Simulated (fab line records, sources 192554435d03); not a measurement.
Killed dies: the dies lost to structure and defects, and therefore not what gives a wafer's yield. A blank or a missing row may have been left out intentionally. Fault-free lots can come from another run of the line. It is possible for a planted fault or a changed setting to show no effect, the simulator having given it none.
fab line records	flow n5_finfet
[record] lots = 6	wafers = 18	last_day = 16
route steps=1938 shown HKMG_FIN@431 BEOL_M4@1111 PASSIVATION@1936
lots untouched by any fault: they come from a run of this same line in which no faults occurred
start_h: the number of hours between the record's first day and the start of the first shown wafer of the lot	wait_h: hours elapsed since this lot's preceding step	" identical to the entry in the row above	L1.1+2: a single row standing in for several wafers	- no value present, or no start provided	* or withheld: withheld	< > ~ a bound
route shown NAME@n: NAME is a module with steps in the file, n the number in the route of the first one	usual: mean/standard deviation of fault-free wafers	same: alike in all rows	chamber/n: place in a boat	sites: readings site by site	_std_site: their standard deviation	_edge_site: outer sites' mean less inner sites'	radius_mm: for every site, how far away it sits from the centre of the wafer	mask NAME#n: copy n	behind: the tool/chamber that last shaped the wafer	hold: cause of the lot's hold/its duration in hours/its outcome	device: whichever transistor did not switch (one of n, p or np)	end of line: the route-end tests of the same wafers	a step given without rows: its recipe and nothing more	killed: dies lost to structure and defects at the first sort, not the wafer's yield	map: dies across one wafer; x = killed, . = not, _ = none there
set.NAME: the setting the step ran with; set.NAME@STEP: the setting that earlier step ran with	model.NAME: the simulator's own value behind a step, which no gauge read
lots at some steps of the route; a table a step, a row a wafer
services: a tool's chamber out of use, with start hour (start_h, from the record's first day; less than 0 if before it), hours out, and reason
[[steps]]
[step N5_HKMG_FIN_OVL_MEAS_13]
[recipe] points_per_wafer = 44
[usual] NWFM_OVL = -0.1/0.78
lot.wafer	tool	chamber	start_h	wait_h	NWFM_OVL[nm]
L981.1	overlay-01	0	76.23	0.0	-0.4
L981.4	"	0	"	"	0.8
L981.5	"	0	"	"	1.0
L986.3	overlay-02	0	104.87	0.0	-0.3
L986.4	"	0	"	"	-0.8
L986.6	"	0	"	"	-1.1
L995.2	overlay-01	0	157.70	0.0	0.3
L995.5	"	0	"	"	1.0
L995.6	"	0	"	"	-0.1
L996.1	overlay-01	0	167.19	0.0	-1.7
L996.3	"	0	"	"	-1.7
L996.6	"	0	"	"	-1.5
L998.1	overlay-02	0	178.32	0.0	-0.8
L998.2	"	0	"	"	0.2
L998.4	"	0	"	"	0.9
L999.4	overlay-02	0	196.89	0.0	0.8
L999.5	"	0	"	"	0.4
L999.6	"	0	"	"	-0.2
[step N5_HKMG_FIN_INSPECT_14]
[recipe] mode = adi	inspect_instrument = macro
[usual] raw_defect_count = 1.8/1.4
lot.wafer	tool	chamber	start_h	wait_h	raw_defect_count
L981.1	defect_inspect-02	-	76.26	0.0	3
L981.4	"	-	"	"	1
L981.5	"	-	"	"	5
L986.3	defect_inspect-02	-	104.90	0.0	1
L986.4	"	-	"	"	0
L986.6	"	-	"	"	3
L995.2	defect_inspect-01	-	157.73	0.0	3
L995.5	"	-	"	"	3
L995.6	"	-	"	"	0
L996.1	defect_inspect-02	-	167.21	0.0	0
L996.3	"	-	"	"	2
L996.6	"	-	"	"	2
L998.1	defect_inspect-01	-	178.35	0.0	2
L998.2	"	-	"	"	1
L998.4	"	-	"	"	1
L999.4	defect_inspect-02	-	196.92	0.0	3
L999.5	"	-	"	"	1
L999.6	"	-	"	"	2
[step N5_HKMG_FIN_DESCUM_17]
[recipe] chemistry = O2	time_s = 7.9	source_power_w = 50	bias_power_w = 20	pressure_mtorr = 20	rf_frequency_hz = 2.712e+07	temp_c = 40	resist = CAR-ArF	o2_flow_sccm = 225
[usual] drypump_motor_current_A = 5.8/0.45	oes_product_au = 0.82/0.094	rf_vpp_V = 243.5/1.5	showerhead_plenum_p_Torr = 2.11/0.074	throttle_valve_pct = 20.34/0.19
lot.wafer	tool	chamber	start_h	wait_h	drypump_motor_current_A	oes_product_au	rf_hours_counter_h	rf_vpp_V	showerhead_plenum_p_Torr	throttle_valve_pct
L981.1	rie_diel-02	1	76.53	0.3	5.2	0.91	18	242.7	2.14	20.20
L981.4	"	0	"	"	5.8	0.75	153	242.9	2.00	20.29
L981.5	"	3	"	"	5.7	0.71	-	243.4	2.14	20.34
L986.3	rie_diel-05	2	105.04	0.1	6.5	0.72	215	243.3	2.16	20.68
L986.4	"	0	"	"	5.8	0.99	2	241.7	2.05	20.20
L986.6	"	0	"	"	5.8	0.98	-	241.8	2.05	20.19
L995.2	rie_diel-05	1	157.79	0.1	5.7	0.86	39	241.7	2.04	20.41
L995.5	"	3	"	"	5.2	0.89	-	244.2	2.22	20.24
L995.6	"	0	"	"	5.8	0.92	-	241.7	2.04	20.24
L996.1	rie_diel-02	3	167.25	0.0	5.7	0.92	12	243.4	2.13	20.00
L996.3	"	1	"	"	5.2	0.86	50	243.6	2.12	20.24
L996.6	"	3	"	"	5.7	0.92	-	244.1	2.14	20.02
L998.1	rie_diel-04	3	178.38	0.0	6.5	0.71	202	244.2	2.17	20.55
L998.2	"	1	"	"	5.4	0.88	39	243.6	2.13	20.26
L998.4	"	2	"	"	5.8	0.69	-	242.7	2.04	20.44
L999.4	rie_diel-05	3	196.95	0.0	5.2	0.88	39	244.8	2.21	20.27
L999.5	"	2	"	"	6.5	0.69	-	244.4	2.15	20.73
L999.6	"	3	"	"	5.2	0.88	-	244.9	2.21	20.26
[step N5_HKMG_FIN_ETCH_31]
[recipe] chemistry = CF4	target = SiARC	target_depth_a = 455	mask_material = CAR-ArF	time_s = 75.8	ion_energy_ev = 80	pressure_mtorr = 40	source_w = 545	bias_w = 36	Ar_flow_sccm = 100	cf4_flow_sccm = 100	ends = cleared
[usual] drypump_motor_current_A = 5.8/0.46	etch_rf_on_time_s = 75.7/1.2	oes_product_au = 0.70/0.08	rf_vpp_V = 184.3/1.1	showerhead_plenum_p_Torr = 2.16/0.073	throttle_valve_pct = 15.53/0.23
lot.wafer	tool	chamber	start_h	wait_h	drypump_motor_current_A	etch_rf_on_time_s	oes_product_au	rf_hours_counter_h	rf_vpp_V	showerhead_plenum_p_Torr	throttle_valve_pct
L981.1	rie_diel-02	1	76.57	0.0	5.2	77.1	0.78	18	185.5	2.18	15.38
L981.4	"	0	"	"	5.8	77.1	0.64	153	181.7	2.05	15.53
L981.5	"	3	"	"	5.6	78.0	0.59	-	185.6	2.19	15.64
L986.3	rie_diel-05	2	105.08	0.0	6.5	76.2	0.61	215	184.3	2.21	15.98
L986.4	"	0	"	"	5.8	73.8	0.85	2	184.2	2.09	15.30
L986.6	"	0	"	"	5.7	74.0	0.84	-	184.3	2.09	15.30
L995.2	rie_diel-05	1	157.83	0.0	5.6	75.0	0.74	39	183.2	2.09	15.54
L995.5	"	3	"	"	5.2	75.6	0.77	-	186.3	2.28	15.50
L995.6	"	0	"	"	5.8	75.1	0.78	-	183.9	2.09	15.32
L996.1	rie_diel-02	3	167.28	0.0	5.7	75.5	0.78	12	184.5	2.19	15.17
L996.3	"	1	"	"	5.2	76.0	0.74	50	185.1	2.17	15.42
L996.6	"	3	"	"	5.7	76.0	0.78	-	184.6	2.19	15.18
L998.1	rie_diel-04	3	178.42	0.0	6.5	74.9	0.62	202	183.9	2.20	15.67
L998.2	"	1	"	"	5.4	73.1	0.76	39	183.6	2.17	15.36
L998.4	"	2	"	"	5.8	73.2	0.60	-	183.5	2.11	15.81
L999.4	rie_diel-05	3	196.98	0.0	5.2	75.8	0.75	39	184.9	2.28	15.54
L999.5	"	2	"	"	6.5	77.8	0.59	-	184.8	2.20	16.05
L999.6	"	3	"	"	5.2	75.1	0.76	-	184.9	2.28	15.55
[step N5_HKMG_FIN_ETCH_32]
[recipe] chemistry = N2/H2	target = SOC	target_depth_a = 2400	temp_c = 40	time_s = 300	ion_energy_ev = 200	mask_material = SiARC	pressure_mtorr = 30	source_w = 840	bias_w = 150	n2_flow_sccm = 200	h2_flow_sccm = 200
[step N5_HKMG_FIN_STRIP_33]
[recipe] chemistry = N2/H2	temp_c = 40	n2_flow_sccm = 200	h2_flow_sccm = 200	rf_frequency_hz = 6e+07
[step N5_HKMG_FIN_STRIP_34]
[recipe] chemistry = CF4	resist = SiARC	power_w = 300	bias_power_w = 75	pressure_mtorr = 50	cf4_flow_sccm = 150	rf_frequency_hz = 6e+07
[step N5_HKMG_FIN_ETCH_35]
[recipe] chemistry = N2/H2	target = SOC	target_depth_a = 2158	ion_energy_ev = 65	bias_w = 5	source_w = 3000	time_s = 243.4	pressure_mtorr = 30	n2_flow_sccm = 200	h2_flow_sccm = 200
[usual] drypump_motor_current_A = 5.8/0.46	n2_flow_sccm = 200.0/0.55	oes_product_au = 0.82/0.094	rf_vpp_V = 141.8/1.1	showerhead_plenum_p_Torr = 2.58/0.092	throttle_valve_pct = 17.79/0.23
lot.wafer	tool	chamber	start_h	wait_h	drypump_motor_current_A	n2_flow_sccm	oes_product_au	rf_hours_counter_h	rf_vpp_V	showerhead_plenum_p_Torr	throttle_valve_pct
L981.1	rie_diel-02	1	76.83	0.0	5.2	200.4	0.92	18	141.9	2.61	17.69
L981.4	"	0	"	"	5.8	200.1	0.76	153	140.6	2.43	17.73
L981.5	"	3	"	"	5.7	199.4	0.69	-	141.4	2.61	17.87
L986.3	rie_diel-05	2	105.34	0.0	6.6	199.8	0.70	216	141.9	2.65	18.27
L986.4	"	0	"	"	5.8	200.4	0.98	3	141.3	2.50	17.71
L986.6	"	0	"	"	5.7	200.2	0.98	-	140.2	2.50	17.72
L995.2	rie_diel-05	1	158.09	0.0	5.7	200.3	0.87	39	141.5	2.48	17.85
L995.5	"	3	"	"	5.2	200.4	0.90	-	143.0	2.72	17.73
L995.6	"	0	"	"	5.8	200.1	0.91	-	142.2	2.50	17.75
L996.1	rie_diel-02	3	167.55	0.0	5.7	200.2	0.91	12	142.8	2.60	17.48
L996.3	"	1	"	"	5.2	200.0	0.86	50	142.2	2.60	17.74
L996.6	"	3	"	"	5.7	200.9	0.91	-	143.3	2.60	17.47
L998.1	rie_diel-04	3	178.68	0.0	6.5	199.9	0.72	202	141.4	2.62	17.89
L998.2	"	1	"	"	5.3	199.1	0.89	39	141.6	2.60	17.64
L998.4	"	2	"	"	5.7	199.9	0.70	-	141.6	2.49	17.93
L999.4	rie_diel-05	3	197.25	0.0	5.2	199.3	0.88	39	141.8	2.71	17.75
L999.5	"	2	"	"	6.6	200.2	0.68	-	142.5	2.63	18.30
L999.6	"	3	"	"	5.2	199.9	0.89	-	143.5	2.71	17.76
[step N5_HKMG_FIN_STRIP_92]
[recipe] chemistry = N2/H2	material = SOC	time_s = 20	power_w = 500	temp_c = 40	pressure_mtorr = 50	rf_frequency_hz = 6e+07	bias_power_w = 8	h2_frac = 0.5	n2_flow_sccm = 300	h2_flow_sccm = 300
[step N5_HKMG_FIN_WET_ETCH_18]
[recipe] chemistry = SC1	target = TiN	mix = 1:1:5	temp_c = *	time_s = 55	target_depth_nm = 5.2	dry = ipa_marangoni	rinse_time_s = 30	rinse_temp_c = 23
[step N5_HKMG_FIN_STRIP_19]
[recipe] chemistry = N2/H2	power_w = 2500	temp_c = 300	h2_frac = 0.65	time_s = 360	pressure_mtorr = withheld	n2_flow_sccm = 1750	h2_flow_sccm = 3250
[usual] drypump_motor_current_A = 5.8/0.56	heater_power_w = 505/61	n2_flow_sccm = 1749/5.1
lot.wafer	tool	chamber	start_h	wait_h	drypump_motor_current_A	heater_power_w	n2_flow_sccm	rf_hours_counter_h
L981.1	plasma_asher-02	1	77.13	0.0	6.4	597	1759	32
L981.4	"	1	"	"	6.3	614	1758	-
L981.5	"	0	"	"	5.7	533	1744	-
L986.3	plasma_asher-01	0	105.76	0.1	6.2	463	1744	-
L986.4	"	1	"	"	5.0	427	1740	-
L986.6	"	0	"	"	6.2	472	1742	-
L995.2	plasma_asher-01	0	158.44	0.0	6.2	475	1746	114
L995.5	"	0	"	"	6.2	479	1748	-
L995.6	"	1	"	"	5.0	444	1751	-
L996.1	plasma_asher-01	0	167.84	0.0	6.2	459	1750	115
L996.3	"	0	"	"	6.2	471	1752	-
L996.6	"	1	"	"	4.9	430	1754	-
L998.1	plasma_asher-02	0	178.98	0.0	5.7	554	1750	53
L998.2	"	1	"	"	6.4	574	1746	53
L998.4	"	1	"	"	6.4	593	1760	-
L999.4	plasma_asher-01	0	197.66	0.1	6.2	489	1749	-
L999.5	"	1	"	"	4.9	433	1759	-
L999.6	"	0	"	"	6.2	470	1746	-
[step N5_HKMG_FIN_ALD_91]
[recipe] material = TiN	target_thk_a = 10	temp_c = 400	ald_precursor_family = TiCl4	ald_co_reactant = NH3	pulse_time_s = 1	purge_time_s = 3	co_reactant_purge_time_s = 2	co_reactant_pulse_time_s = 2	ald_cycles = 47	pressure_torr = 3
[step N5_HKMG_FIN_COAT_85]
[recipe] resist = SOC	temp_c = 250	time_s = 60	spin_rpm = 1500	resist_thk_nm = 300
[usual] dispense_pressure_kPa = 49/4	spin_speed_rpm = 1499.9/0.94
lot.wafer	tool	chamber	start_h	wait_h	dispense_pressure_kPa	spin_speed_rpm	model.SOC_of_HKMG_FIN_COAT_85.thk_nm
L981.1	litho_track-03	0	77.79	0.2	47	1499.9	300.6
L981.4	"	0	"	"	47	1501.2	300.8
L981.5	"	0	"	"	47	1500.2	300.4
L986.3	litho_track-01	0	106.30	0.2	55	1498.4	301.8
L986.4	"	0	"	"	55	1500.8	301.6
L986.6	"	0	"	"	55	1500.7	301.4
L995.2	litho_track-03	0	159.11	0.2	47	1537.6	296.6
L995.5	"	0	"	"	47	1540.1	296.2
L995.6	"	0	"	"	47	1540.2	296.4
L996.1	litho_track-03	0	168.50	0.2	47	1539.9	297.4
L996.3	"	0	"	"	47	1540.8	296.6
L996.6	"	0	"	"	47	1538.8	297.2
L998.1	litho_track-04	0	179.64	0.2	46	1499.8	298.8
L998.2	"	0	"	"	46	1500.9	298.4
L998.4	"	0	"	"	46	1500.4	300.2
L999.4	litho_track-04	0	198.22	0.2	46	1499.5	301.4
L999.5	"	0	"	"	46	1499.9	300.6
L999.6	"	0	"	"	46	1498.9	302
[step N5_HKMG_FIN_ETCH_86]
[recipe] chemistry = N2/H2	target = SOC	target_depth_a = 3932	stop_on = TiN	ion_energy_ev = 100	bias_w = 61	pressure_mtorr = 30	source_w = 850	n2_flow_sccm = 200	h2_flow_sccm = 200
[usual] drypump_motor_current_A = 5.8/0.45	n2_flow_sccm = 200.0/0.58	oes_product_au = 0.80/0.096	rf_vpp_V = 241.0/1.3	showerhead_plenum_p_Torr = 2.57/0.088	throttle_valve_pct = 17.74/0.22
lot.wafer	tool	chamber	start_h	wait_h	drypump_motor_current_A	n2_flow_sccm	oes_product_au	rf_hours_counter_h	rf_vpp_V	showerhead_plenum_p_Torr	throttle_valve_pct
L981.1	rie_diel-05	2	77.95	-	6.6	199.7	0.71	204	241.7	2.65	18.22
L981.4	"	2	"	"	6.6	199.3	0.71	-	241.3	2.65	18.22
L981.5	"	1	"	"	5.6	200.0	0.92	-	239.1	2.50	17.76
L986.3	rie_diel-05	2	106.36	-	6.5	199.3	0.71	216	241.1	2.65	18.24
L986.4	"	1	"	"	5.7	199.5	0.89	20	240.8	2.49	17.77
L986.6	"	2	"	"	6.6	199.7	0.70	-	241.5	2.65	18.23
L995.2	rie_diel-04	2	159.17	-	5.8	200.4	0.69	235	241.0	2.50	17.88
L995.5	"	0	"	"	5.2	200.4	0.65	-	240.3	2.49	17.50
L995.6	"	3	"	"	6.5	200.6	0.71	-	242.5	2.62	17.83
L996.1	rie_diel-04	1	168.71	-	5.4	200.5	0.87	34	241.2	2.60	17.60
L996.3	"	1	"	"	5.4	200.2	0.88	-	240.7	2.60	17.60
L996.6	"	1	"	"	5.4	200.4	0.88	-	239.9	2.60	17.61
L998.1	rie_diel-02	2	179.70	-	6.2	199.4	0.81	78	241.6	2.67	17.50
L998.2	"	1	"	"	5.3	200.7	0.85	54	241.8	2.59	17.72
L998.4	"	3	"	"	5.7	200.6	0.90	16	241.7	2.60	17.46
L999.4	rie_diel-02	2	198.27	-	6.2	200.2	0.80	85	241.9	2.66	17.49
L999.5	"	0	"	"	5.8	200.0	0.72	-	238.3	2.41	17.80
L999.6	"	3	"	"	5.6	199.8	0.88	-	242.4	2.59	17.48
[step N5_BEOL_M4_RC_MEAS_101]
[usual] DIBL_N = 36.2/1.6	DIBL_P = 36.5/1.9	IOFF_N = 0.158/0.027	IOFF_P = 0.21/0.038	ION_N = 675/12	ION_P = 464/8.9	SS_N = 71.5/0.61	SS_P = 73.4/0.59	VT_N = 250.4/3	VT_P = -250/3.6
lot.wafer	tool	chamber	start_h	wait_h	DIBL_N[mV/V]	DIBL_P[mV/V]	IOFF_N[nA/um]	IOFF_P[nA/um]	ION_N[uA/um]	ION_P[uA/um]	SS_N[mV/dec]	SS_P[mV/dec]	VT_N[mV]	VT_P[mV]
L981.1	prober-02	0	167.19	0.0	36.5	37.6	0.160	0.24	673	467	72.0	73.2	250.8	-250
L981.4	"	0	"	"	36.1	37.2	0.158	0.22	674	460	70.8	73.3	249.6	-251
L981.5	"	0	"	"	35.6	36.8	0.149	0.21	672	464	71.8	72.6	252.1	-249
L986.3	prober-02	0	193.09	0.3	39.2	39.1	0.198	0.24	683	466	71.0	74.4	244.1	-250
L986.4	"	0	"	"	39.0	38.3	0.187	0.23	687	465	71.6	74.2	248.7	-252
L986.6	"	0	"	"	37.2	36.7	0.147	0.21	673	463	71.1	73.5	250.7	-251
L995.2	prober-01	0	255.40	0.2	38.5	39.4	0.208	0.28	680	473	72.2	74.3	245.6	-246
L995.5	"	0	"	"	38.5	40.3	0.212	0.31	684	476	72.4	73.7	245.3	-244
L995.6	"	0	"	"	38.3	40.2	0.207	0.32	690	483	71.5	74.5	246.2	-244
L996.1	prober-02	0	275.09	0.0	36.0	36.8	0.154	0.21	678	461	71.9	73.5	251.5	-251
L996.3	"	0	"	"	32.6	33.1	0.108	0.15	663	454	71.3	73.0	252.2	-255
L996.6	"	0	"	"	35.5	35.9	0.148	0.19	669	459	72.0	73.0	248.8	-251
L998.1	prober-01	0	279.61	0.0	36.4	37.3	0.157	0.20	678	461	72.5	73.5	250.1	-253
L998.2	"	0	"	"	33.2	34.9	0.121	0.18	669	465	70.8	72.5	253.1	-253
L998.4	"	0	"	"	35.4	35.7	0.145	0.20	665	453	71.5	73.4	251.5	-254
L999.4	prober-01	0	281.71	0.5	37.5	38.3	0.174	0.26	692	475	71.1	74.4	245.8	-245
L999.5	"	0	"	"	37.9	38.2	0.169	0.25	690	481	71.9	73.6	249.3	-247
L999.6	"	0	"	"	35.0	35.0	0.132	0.20	672	461	71.0	72.5	254.3	-248
[step N5_PASSIVATION_PROBE_49]
[usual] defect_limited_yield = 91.3/1.7	killed_at_M0_to_M3 = 33/11	killed_at_M4_up = 14/5.5	killed_at_contacts = 13/6.5	killed_at_front_end = 39/13	killed_at_other = 3.4/2.9	killed_dies = 103/20	killed_open = 69/15	killed_short = 32/8.1	sort_bin_5_function = 5.1/1.1	sort_bin_6_memory = 3.3/0.74	sort_n_pass = 1077/20	sort_yield_pct = 91.3/1.7
[same] gross_dies = 1180	killed_at_back_side = 0	sort_bin_4_leakage[%] = 0	sort_bin_8_speed[%] = 0
lot.wafer	tool	chamber	start_h	wait_h	defect_limited_yield[%]	killed_at_M0_to_M3	killed_at_M4_up	killed_at_contacts	killed_at_front_end	killed_at_other	killed_dies	killed_open	killed_short	sort_bin_5_function[%]	sort_bin_6_memory[%]	sort_n_pass	sort_yield_pct[%]
L995.6	prober-01	-	362.53	0.3	92.1	21	13	7	50	2	93	67	18	4.9	2.4	1087	92.1
L996.1	prober-01	-	378.14	0.0	90.6	36	14	9	50	2	111	72	36	4.4	4.7	1069	90.6
L996.6	prober-01	-	378.39	0.3	89.9	35	13	4	65	2	119	84	30	5.0	4.7	1061	89.9
// killed by level:class
L995.6 STI_FIN_REVEAL:geometric_particle:open=11 FIN_SAQP:geometric_particle:open=10 BEOL_M1:geometric_particle:open=9 FIN_SAQP:geometric_particle:short=7 HKMG_FIN:area_etch=7 MOL_CONTACT_COAG:geometric_particle:open=6 BEOL_M9:geometric_particle:open=4 STARTING-WAFER:geometric_particle:open=4
L996.1 FIN_SAQP:geometric_particle:open=18 FIN_SAQP:geometric_particle:short=8 MOL_CONTACT_COAG:geometric_particle:open=8 BEOL_M3:geometric_particle:open=8 DUMMY_GATE:geometric_particle:open=6 BEOL_M4:geometric_particle:open=6 BEOL_M0_SAQP:geometric_particle:open=5 BEOL_M0_SAQP:geometric_particle:short=5
L996.6 FIN_SAQP:geometric_particle:open=26 BEOL_M0_SAQP:geometric_particle:open=12 FIN_SAQP:geometric_particle:short=9 STI_FIN_REVEAL:geometric_particle:open=9 BEOL_M2:geometric_particle:open=8 BEOL_M0_SAQP:geometric_particle:short=7 DUMMY_GATE:geometric_particle:open=5 BEOL_M3:geometric_particle:open=5
[[services]]
tool	chamber	start_h	hours	kind
rie_diel-04	1	53.22	-	clean
rie_diel-04	1	53.22	-	consumable_replace:focus_ring
rie_diel-04	1	53.22	22.4	scheduled_down
rie_diel-04	1	53.22	22.4	vent_cycle
rie_diel-05	3	61.42	-	clean
rie_diel-05	3	61.42	-	consumable_replace:focus_ring
rie_diel-05	3	61.42	-	consumable_replace:showerhead
rie_diel-05	3	61.42	19.8	scheduled_down
rie_diel-05	3	61.42	19.8	vent_cycle
rie_diel-02	3	63.35	3.5	repair
litho_track-03	-	68.52	-	consumable_replace:filter
rie_diel-05	0	81.23	-	clean
rie_diel-05	0	81.23	-	consumable_replace:focus_ring
rie_diel-05	0	81.23	18.0	scheduled_down
rie_diel-05	0	81.23	18.0	vent_cycle
rie_diel-02	-	93.56	0.3	repair
rie_diel-02	3	113.81	-	clean
rie_diel-02	3	113.81	-	consumable_replace:focus_ring
rie_diel-04	0	163.15	-	clean
rie_diel-04	0	163.15	-	consumable_replace:focus_ring
rie_diel-04	0	163.15	21.2	scheduled_down
rie_diel-04	0	163.15	21.2	vent_cycle
rie_diel-04	2	165.46	6.9	repair
plasma_asher-01	-	170.20	11.7	repair
[[key]]
[first_sign] step = N5_HKMG_FIN_COAT_85	reading = spin_speed_rpm	direction = up	sigmas = 42	usual = *	struck = *
effect none on later readings
[model_effect] step = N5_HKMG_FIN_COAT_85	value = SOC_of_HKMG_FIN_COAT_85.thk_nm	without = 300.7	struck = 296.7
met_at N5_HKMG_FIN_COAT_85
struck_wafers L995.2,L995.5,L995.6,L996.1,L996.3,L996.6
onset_between 77.79 159.11
[fault] kind = process_parameter_drift	tool = litho_track-03	chamber = -	onset_h = 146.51	steps = N5_HKMG_FIN_COAT_85	channel = spin_rpm	offset = *	shape = step	end_h = 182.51	acts_in = *	stated = *
